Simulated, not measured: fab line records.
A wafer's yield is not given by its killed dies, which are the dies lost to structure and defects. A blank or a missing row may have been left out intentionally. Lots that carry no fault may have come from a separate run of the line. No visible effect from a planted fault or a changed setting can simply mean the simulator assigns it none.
A lot that was struck, set against a sound lot -- flow nandHarc -- 14 out of 1302 route steps
Sound: wafers L998.1, L998.2, L998.5. Struck: wafers L989.2, L989.4, L989.6. At the end, the cause is stated.
Order at every step that has rows: each side's tool, ch and its chambers, its first start. Under that, the readings that differ: sound wafers -- struck wafers -- difference of the means -- sigmas: that difference in standard deviations of wafers without a fault.
alike: a reading whose means differ by less than 2 such deviations, as well as words and numbers matching on both sides. not compared: withheld readings; readings where some wafer has no value; bounds like >300 that might hide an equal value; numbers whose values overlap and for which the record gives no deviation.
The two part at a step that has a row with sigmas, a row that says differs or no value, or rows on one side only. Non-overlapping numbers with no deviation appear without sigmas and do not part them. A reading missing from all wafers of one side parts the sides only when that side holds two or more wafers.

first, 6 steps without rows for these wafers: NHARC_A_STAIRCASE_SOFTBAKE_212 (time 170 s); NHARC_A_STAIRCASE_EBR_213; NHARC_A_STAIRCASE_EXPOSE_214 (exposes mask STAIR 3); NHARC_A_STAIRCASE_PEB_215 (peb time 130 s); NHARC_A_STAIRCASE_DEVELOP_216 (time 140 s); NHARC_A_STAIRCASE_HARDBAKE_218 (time 140 s).
NHARC_A_STAIRCASE_DESCUM_219: chemistry O2, time 3 s.
  sound on rieDiel-02 ch 0,1,3, day 25 07:12; struck on rieDiel-02 ch 1,2, day 22 00:47
  alike: drypumpMotorCurrentA, oesProductAu, rfVppV, showerheadPlenumPTorr, throttleValvePct
  not compared: rfHoursCounterH
NHARC_A_STAIRCASE_TRIM_220: chemistry O2, time 211.2 s.
  sound on rieDiel-02 ch 0,2, day 25 07:17; struck on rieDiel-02 ch 0,3, day 22 00:52
  alike: chamberPressureMTorr, drypumpMotorCurrentA, oesProductAu, rfVppV, showerheadPlenumPTorr, throttleValvePct
  not compared: rfHoursCounterH
NHARC_A_STAIRCASE_ETCH_221: etches the open film in C4F8/O2, target depth 100 nm, time 40.5 s.
  sound on rieDiel-02 ch 0,3; struck on rieDiel-02 ch 0,1
  alike: biasW, oesProductAu, rfVppV
  not compared: rfHoursCounterH
then, 1 step without rows for these wafers: NHARC_A_STAIRCASE_TRIM_222 (chemistry O2, time 211.2 s).
NHARC_A_STAIRCASE_ETCH_223: etches the open film in C4F8/O2, target depth 100 nm, time 40.5 s.
  sound on rieDiel-02 ch 1,2,3; struck on rieDiel-02 ch 0,1,3
  alike: biasW, oesProductAu, rfVppV
  not compared: rfHoursCounterH
NHARC_A_STAIRCASE_TRIM_224: chemistry O2, time 211.2 s.
  sound on rieDiel-02 ch 0,2, day 25 07:51; struck on rieDiel-02 ch 0,2,3, day 22 01:22
  no value came back on the struck wafers for any of 7 readings (biasW (W), chamberPressureMTorr (mTorr) and others); on the sound wafers biasW (W) reads 0 0 0
  not compared: rfHoursCounterH
NHARC_A_STAIRCASE_ETCH_225: etches the open film in C4F8/O2, target depth 100 nm, time 40.5 s.
  sound on rieDiel-02 ch 0,3; struck on rieDiel-02 ch 1,3
  alike: biasW, oesProductAu, rfVppV
  not compared: rfHoursCounterH
-- record jumps: 8 days between struck wafers' starts before vs after; left off in module A_STAIRCASE, resumes in module END, first step shown is number 1302 of the route --
NHARC_END_SORT_01:
  at this point the record logs the struck wafers (prober-01 ch 0, day 30 10:29) and has no rows for the sound ones

WHERE THEY PART
Earliest at NHARC_A_STAIRCASE_TRIM_224; latest, in this record, at NHARC_END_SORT_01.

WHY: the cause the simulator had injected
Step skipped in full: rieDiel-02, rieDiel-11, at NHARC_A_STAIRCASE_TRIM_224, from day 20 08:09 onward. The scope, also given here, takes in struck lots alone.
